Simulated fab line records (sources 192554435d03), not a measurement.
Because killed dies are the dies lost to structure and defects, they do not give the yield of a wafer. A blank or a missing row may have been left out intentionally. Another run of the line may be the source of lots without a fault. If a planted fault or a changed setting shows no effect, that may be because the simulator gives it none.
fab line records	flow n5Finfet
[record] lots = 5	wafers = 15	lastDay = 16
route steps=1938 shown BEOL_M9@1407 PASSIVATION@1936
lots that met no fault: taken from a fault-free run of the same line
startH: hours from the record's first day to the start of the lot's first wafer shown	waitH: hours since the lot's step before	" identical to the entry in the row above	L1.1+2: several wafers, shown together as one row	- no value, or no start given	* or withheld: withheld	< > ~ a bound
route shown NAME@n: a module of which the file shows steps, and the number in the route of the first	usual: the fault-free wafers' mean and standard deviation	same: alike in all rows	chamber/n: place in a boat	sites: per-site readings	_std_site: how widely they spread, as a standard deviation	_edge_site: mean of outer sites minus mean of inner sites	radiusMm: for every site, how far away it sits from the centre of the wafer	mask NAME#n: copy n	behind: the tool/chamber that last shaped the wafer	hold: what put the lot on hold/how long, in hours/how the hold closed	device: whichever transistor did not switch (one of n, p or np)	end of line: tests of these same wafers at the route's end	a step without rows: its recipe alone	killed: not the wafer's yield, but the dies lost to structure and defects at the first sort	map: a wafer's dies, marking killed ones x, the rest . and places with no die _
set.NAME: the setting as run; set.NAME@STEP: as run at that earlier step	model.NAME: the simulator's own value behind a step, which no gauge read
certain route steps with their lots: each step a table, each wafer a row
services: a tool's chamber out of use, with start hour (startH, from the record's first day; less than 0 if before it), hours out, and reason
[[steps]]
[step N5_BEOL_M9_COAT_60]
[recipe] resist = SiARC	tempC = 220	timeS = 60	spinRpm = 1500	resistThkNm = 30
[step N5_BEOL_M9_COAT_05]
[recipe] resist = CAR-ArF	spinRpm = 1500	resistThkNm = 90
[step N5_BEOL_M9_EBR_07]
[recipe] solvent = PGMEA	ebrWidthMm = 1.5
[step N5_BEOL_M9_SOFTBAKE_06]
[recipe] tempC = 110	timeS = 60	resist = CAR-ArF
[step N5_BEOL_M9_EXPOSE_08]
[recipe] maskId = M9	na = 1.35	sourceShape = dipole	sigmaInner = 0.411	sigmaOuter = 0.611	polarization = te	doseMj = 53.75
[step N5_BEOL_M9_PEB_09]
[recipe] pebTempC = withheld	pebTimeS = 60	resist = CAR-ArF
[step N5_BEOL_M9_DEVELOP_10]
[recipe] developTimeS = 30	developer = TMAH	resist = CAR-ArF	rinseLiquid = diw	dry = airSpin	devTempC = 23
[step N5_BEOL_M9_CD_MEAS_11]
[recipe] targetCdNm = 64.1	landingEnergyEv = 500	detector = seInlens	polarity = opening
[usual] cdNm = 64.1/0.42
lot.wafer	tool	chamber	startH	waitH	cdNm
L211.1	cdSem-03	0	259.20	-	64.1
L211.2	"	0	"	"	64.6
L211.4	"	0	"	"	64.3
L212.1	cdSem-02	0	268.20	-	63.7
L212.3	"	0	"	"	63.8
L212.5	"	0	"	"	63.9
L214.1	cdSem-03	0	284.60	-	64.5
L214.4	"	0	"	"	64.4
L214.5	"	0	"	"	64.1
L215.1	cdSem-03	0	293.12	-	63.8
L215.3	"	0	"	"	64.1
L215.4	"	0	"	"	63.2
L222.2	cdSem-02	0	329.82	-	64.8
L222.5	"	0	"	"	63.8
L222.6	"	0	"	"	64.3
[step N5_BEOL_M9_OVL_MEAS_12]
[recipe] pointsPerWafer = 44
[usual] M9_OVL = 0.1/0.85
lot.wafer	tool	chamber	startH	waitH	M9_OVL[nm]
L211.1	overlay-01	0	259.23	0.0	2.3
L211.2	"	0	"	"	0.4
L211.4	"	0	"	"	0.9
L212.1	overlay-01	0	268.23	0.0	1.1
L212.3	"	0	"	"	0.2
L212.5	"	0	"	"	1.4
L214.1	overlay-01	0	284.63	0.0	0.4
L214.4	"	0	"	"	-0.2
L214.5	"	0	"	"	0.7
L215.1	overlay-01	0	293.15	0.0	0.6
L215.3	"	0	"	"	0.2
L215.4	"	0	"	"	-0.7
L222.2	overlay-01	0	329.84	0.0	0.2
L222.5	"	0	"	"	-0.6
L222.6	"	0	"	"	-0.3
[step N5_BEOL_M9_INSPECT_13]
[recipe] mode = adi	inspectInstrument = brightfield
[usual] rawDefectCount = 430/110
lot.wafer	tool	chamber	startH	waitH	rawDefectCount
L211.1	defectInspect-02	-	259.26	0.0	620
L211.2	"	-	"	"	526
L211.4	"	-	"	"	557
L212.1	defectInspect-02	-	268.25	0.0	372
L212.3	"	-	"	"	481
L212.5	"	-	"	"	496
L214.1	defectInspect-02	-	284.66	0.0	340
L214.4	"	-	"	"	401
L214.5	"	-	"	"	398
L215.1	defectInspect-02	-	293.18	0.0	246
L215.3	"	-	"	"	280
L215.4	"	-	"	"	245
L222.2	defectInspect-01	-	329.87	0.0	541
L222.5	"	-	"	"	480
L222.6	"	-	"	"	382
[step N5_BEOL_M9_DESCUM_16]
[recipe] chemistry = O2	timeS = 7.9	sourcePowerW = 50	biasPowerW = 20	pressureMtorr = 20	rfFrequencyHz = 2.712e+07	tempC = 40	resist = CAR-ArF	o2FlowSccm = 225
[usual] drypumpMotorCurrentA = 6.0/0.39	oesProductAu = 0.79/0.077	rfVppV = 242.8/1.5	showerheadPlenumPTorr = 2.07/0.085	throttleValvePct = 20.48/0.22
lot.wafer	tool	chamber	startH	waitH	drypumpMotorCurrentA	oesProductAu	rfHoursCounterH	rfVppV	showerheadPlenumPTorr	throttleValvePct
L211.1	rieDiel-03	3	259.63	0.4	5.6	0.81	72	245.5	2.21	19.97
L211.2	"	0	"	"	5.8	0.80	90	243.2	2.12	20.67
L211.4	"	1	"	"	6.2	0.76	-	240.7	1.92	20.42
L212.1	rieDiel-03	2	268.29	0.0	5.9	0.68	241	242.7	2.07	20.81
L212.3	"	3	"	"	5.6	0.81	75	246.0	2.21	19.98
L212.5	"	0	"	"	5.9	0.80	-	243.2	2.12	20.69
L214.1	rieDiel-01	2	284.69	0.0	5.5	0.90	22	244.1	2.14	20.63
L214.4	"	3	"	"	6.0	0.70	208	242.7	2.07	20.50
L214.5	"	2	"	"	5.5	0.90	-	243.1	2.14	20.62
L215.1	rieDiel-03	2	293.21	0.0	6.0	0.67	249	242.3	2.06	20.85
L215.3	"	3	"	"	5.6	0.80	83	245.1	2.21	19.98
L215.4	"	0	"	"	5.9	0.79	101	243.0	2.11	20.70
L222.2	rieDiel-01	2	330.02	0.1	5.5	0.87	38	245.5	2.13	20.66
L222.5	"	3	"	"	6.0	0.70	-	243.0	2.06	20.50
L222.6	"	0	"	"	5.9	0.73	-	243.4	2.09	20.60
[step N5_BEOL_M9_ETCH_61]
[recipe] chemistry = CF4	target = SiARC	targetDepthA = 390	maskMaterial = CAR-ArF	timeS = 65	ionEnergyEv = 80	pressureMtorr = 40	sourceW = 545	biasW = 36	Ar_flow_sccm = 100	cf4FlowSccm = 100	ends = cleared
[usual] drypumpMotorCurrentA = 6.0/0.39	etchRfOnTimeS = 65.0/1	oesProductAu = 0.67/0.065	rfFwdPowerW = 537.6/2.3	rfVppV = 183.7/1.2	showerheadPlenumPTorr = 2.12/0.082	throttleValvePct = 15.65/0.21
lot.wafer	tool	chamber	startH	waitH	drypumpMotorCurrentA	etchRfOnTimeS	oesProductAu	rfFwdPowerW	rfHoursCounterH	rfVppV	showerheadPlenumPTorr	throttleValvePct
L211.1	rieDiel-03	3	259.66	0.0	5.6	65.4	0.69	538.0	72	185.2	2.26	15.19
L211.2	"	0	"	"	5.8	65.5	0.68	537.4	90	184.4	2.16	15.74
L211.4	"	1	"	"	6.2	67.2	0.64	538.7	-	181.6	1.97	15.60
L212.1	rieDiel-03	2	268.32	0.0	5.9	65.6	0.58	535.1	241	184.1	2.11	16.00
L212.3	"	3	"	"	5.6	64.4	0.69	537.2	75	182.6	2.26	15.16
L212.5	"	0	"	"	5.9	64.8	0.68	538.4	-	184.1	2.16	15.76
L214.1	rieDiel-01	2	284.73	0.0	5.5	64.4	0.77	533.0	22	185.6	2.18	15.68
L214.4	"	3	"	"	6.0	63.8	0.61	536.4	208	183.3	2.13	15.76
L214.5	"	2	"	"	5.5	63.6	0.77	534.4	-	185.6	2.18	15.67
L215.1	rieDiel-03	2	293.25	0.0	5.9	65.1	0.58	535.9	249	182.7	2.11	16.01
L215.3	"	3	"	"	5.6	64.0	0.68	540.5	83	185.6	2.25	15.19
L215.4	"	0	"	"	5.9	65.3	0.67	539.4	101	183.8	2.15	15.77
L222.2	rieDiel-01	2	330.05	0.0	5.5	65.9	0.74	537.0	38	184.0	2.18	15.72
L222.5	"	3	"	"	6.0	65.6	0.60	538.3	-	184.1	2.12	15.81
L222.6	"	0	"	"	5.9	66.0	0.62	534.8	-	183.5	2.13	15.80
[step N5_BEOL_M9_ETCH_62]
[recipe] chemistry = N2/H2	target = SOC	targetDepthA = 1100	overetchA = 220	maskMaterial = SiARC	tempC = 40	timeS = 165	ionEnergyEv = 200	pressureMtorr = 30	sourceW = 840	biasW = 150	n2FlowSccm = 200	h2FlowSccm = 200
[usual] drypumpMotorCurrentA = 6.0/0.39	oesProductAu = 0.67/0.062	rfFwdPowerW = 836.8/2.4	rfVppV = 523/3	showerheadPlenumPTorr = 2.52/0.1	throttleValvePct = 17.87/0.22
lot.wafer	tool	chamber	startH	waitH	drypumpMotorCurrentA	oesProductAu	rfFwdPowerW	rfHoursCounterH	rfVppV	showerheadPlenumPTorr	throttleValvePct	model.SiARC_of_BEOL_M9_COAT_60.thkNm	model.BEOL_M9.cdOffsetNm
L211.1	rieDiel-03	3	259.71	0.0	5.6	0.68	833.6	72	528	2.69	17.36	23.4	0.2
L211.2	"	0	"	"	5.9	0.68	833.4	91	525	2.56	18.09	23.6	0.6
L211.4	"	1	"	"	6.2	0.64	834.1	-	517	2.34	17.83	23.8	0.4
L212.1	rieDiel-03	2	268.37	0.0	5.9	0.58	835.7	241	523	2.51	18.24	23.6	-0.4
L212.3	"	3	"	"	5.6	0.68	837.2	75	527	2.69	17.37	23.6	-0.4
L212.5	"	0	"	"	5.9	0.68	836.4	-	525	2.56	18.11	23.6	-0.4
L214.1	rieDiel-01	2	284.78	0.0	5.5	0.76	841.1	22	525	2.59	18.05	23.4	0.6
L214.4	"	3	"	"	6.0	0.61	836.1	208	523	2.51	17.87	23.4	0.2
L214.5	"	2	"	"	5.5	0.76	838.5	-	526	2.59	18.02	23.2	0.2
L215.1	rieDiel-03	2	293.30	0.0	5.9	0.57	833.8	249	523	2.51	18.24	23.4	-0.6
L215.3	"	3	"	"	5.6	0.67	632.1	83	577	2.68	17.41	24.2	-0.6
L215.4	"	0	"	"	5.9	0.67	837.5	101	524	2.56	18.13	23.4	-0.6
L222.2	rieDiel-01	2	330.10	0.0	5.5	0.74	841.0	38	527	2.58	18.08	23.6	0.6
L222.5	"	3	"	"	6.0	0.59	839.6	-	522	2.51	17.89	23.6	0
L222.6	"	0	"	"	5.9	0.62	839.3	-	524	2.53	17.99	23.8	0.6
[step N5_BEOL_M9_STRIP_68]
[recipe] chemistry = N2/H2	tempC = 40	n2FlowSccm = 200	h2FlowSccm = 200	rfFrequencyHz = 6e+07
[step N5_PASSIVATION_PROBE_49]
[usual] defectLimitedYield = 91.3/1.4	killed_at_M0_to_M3 = 33/10	killed_at_M4_up = 15/6.1	killedAtContacts = 12/6.7	killedAtFrontEnd = 39/11	killedAtOther = 4/3.3	killedDies = 103/16	killedOpen = 68/12	killedShort = 34/7.2	sort_bin_5_function = 5.1/0.88	sort_bin_6_memory = 3.3/0.67	sortNPass = 1077/16	sortYieldPct = 91.3/1.4
[same] grossDies = 1180	killedAtBackSide = 0	sort_bin_4_leakage[%] = 0	sort_bin_8_speed[%] = 0
lot.wafer	tool	chamber	startH	waitH	defectLimitedYield[%]	killed_at_M0_to_M3	killed_at_M4_up	killedAtContacts	killedAtFrontEnd	killedAtOther	killedDies	killedOpen	killedShort	sort_bin_5_function[%]	sort_bin_6_memory[%]	sortNPass	sortYieldPct[%]
L211.1	prober-02	-	321.42	0.0	90.9	25	18	13	49	2	107	60	46	6.3	2.6	1073	90.9
L212.3	prober-02	-	332.33	0.1	90.8	48	11	21	25	3	108	66	39	5.6	3.1	1072	90.8
L212.5	prober-02	-	332.43	0.2	92.9	25	8	17	30	4	84	58	26	4.1	2.8	1096	92.9
L215.3	prober-02	-	347.69	0.1	92.1	37	12	19	22	3	93	67	26	4.6	3.2	1087	92.1
L222.2	prober-01	-	391.23	0.2	89.0	34	25	13	46	12	130	79	47	6.1	4.5	1050	89.0
L222.5	prober-01	-	391.38	0.3	91.9	38	6	14	35	3	96	64	32	4.7	3.2	1084	91.9
L222.6	prober-01	-	391.43	0.4	90.1	29	26	21	39	2	117	79	36	6.4	3.1	1063	90.1
// killed by level:class
L211.1 STI_FIN_REVEAL:geometricParticle:open=13 FIN_SAQP:geometricParticle:short=11 MOL_CONTACT_COAG:geometricParticle:open=9 FIN_SAQP:geometricParticle:open=7 BEOL_M1:geometricParticle:open=7 GATE_CUT:geometricParticle:short=6 BEOL_M4:geometricParticle:open=6 STI_FIN_REVEAL:geometricParticle:short=4
L212.3 MOL_CONTACT_COAG:geometricParticle:open=17 BEOL_M0_SAQP:geometricParticle:short=13 DUMMY_GATE:geometricParticle:open=7 BEOL_M0_SAQP:geometricParticle:open=7 BEOL_M3:geometricParticle:open=7 BEOL_M0:geometricParticle:open=6 BEOL_M3:geometricParticle:short=6 BEOL_M4:geometricParticle:open=5
L212.5 MOL_CONTACT_COAG:geometricParticle:open=15 BEOL_M0_SAQP:geometricParticle:open=10 DUMMY_GATE:geometricParticle:open=7 BEOL_M0:geometricParticle:open=6 FIN_SAQP:geometricParticle:short=5 STARTING-WAFER:geometricParticle:short=5 BEOL_M0_SAQP:geometricParticle:short=4 BEOL_M9:geometricParticle:open=3
L215.3 MOL_CONTACT_COAG:geometricParticle:open=15 BEOL_M2:geometricParticle:open=15 BEOL_M0_SAQP:geometricParticle:open=7 BEOL_M0_SAQP:geometricParticle:short=7 STI_FIN_REVEAL:geometricParticle:open=4 MOL_CONTACT_COAG:geometricParticle:short=4 BEOL_M4:geometricParticle:open=4 STARTING-WAFER:geometricParticle:open=4
L222.2 BEOL_M4:geometricParticle:open=14 MOL_CONTACT_COAG:geometricParticle:open=10 BEOL_M3:geometricParticle:open=10 GATE_CUT:geometricParticle:short=9 STI_FIN_REVEAL:geometricParticle:open=7 BEOL_M0:geometricParticle:open=6 BEOL_M0_SAQP:geometricParticle:short=6 BEOL_M1:geometricParticle:open=6
L222.5 MOL_CONTACT_COAG:geometricParticle:open=11 BEOL_M0_SAQP:geometricParticle:open=10 FIN_SAQP:geometricParticle:short=8 FIN_SAQP:geometricParticle:open=8 BEOL_M0_SAQP:geometricParticle:short=7 BEOL_M0:geometricParticle:open=7 BEOL_M3:geometricParticle:open=6 GATE_CUT:geometricParticle:short=5
L222.6 MOL_CONTACT_COAG:geometricParticle:open=19 FIN_SAQP:geometricParticle:open=11 BEOL_M4:geometricParticle:open=10 BEOL_M0_SAQP:geometricParticle:open=9 BEOL_M0_SAQP:geometricParticle:short=8 FIN_SAQP:geometricParticle:short=6 GATE_CUT:geometricParticle:short=6 BEOL_M3:geometricParticle:open=6
[[services]]
tool	chamber	startH	hours	kind
rieDiel-03	2	257.83	5.3	repair
rieDiel-03	2	297.32	-	clean
rieDiel-03	2	297.32	-	consumableReplace:focusRing
rieDiel-03	2	297.32	15.2	scheduledDown
rieDiel-03	2	297.32	15.2	ventCycle
rieDiel-03	3	305.87	4.8	repair
[[key]]
[firstSign] step = N5_BEOL_M9_ETCH_62	reading = rfFwdPowerW	direction = down	sigmas = 86	usual = *	struck = *
[effect] step = N5_BEOL_M9_ETCH_62	reading = rfVppV	direction = up	sigmas = 18	usual = 523	struck = 577
[modelEffect] step = N5_BEOL_M9_ETCH_62	value = SiARC_of_BEOL_M9_COAT_60.thkNm	without = 23.2	struck = 24.2
metAt N5_BEOL_M9_ETCH_62
struckWafers L215.3
onsetBetween 268.37 293.30
[fault] kind = processParameterDrift	tool = rieDiel-03	chamber = 3	onsetH = 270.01	steps = N5_BEOL_M9_ETCH_62	channel = sourceW	offset = -201.6	shape = step	endH = 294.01	actsIn = theseRecipesOnly	stated = 840
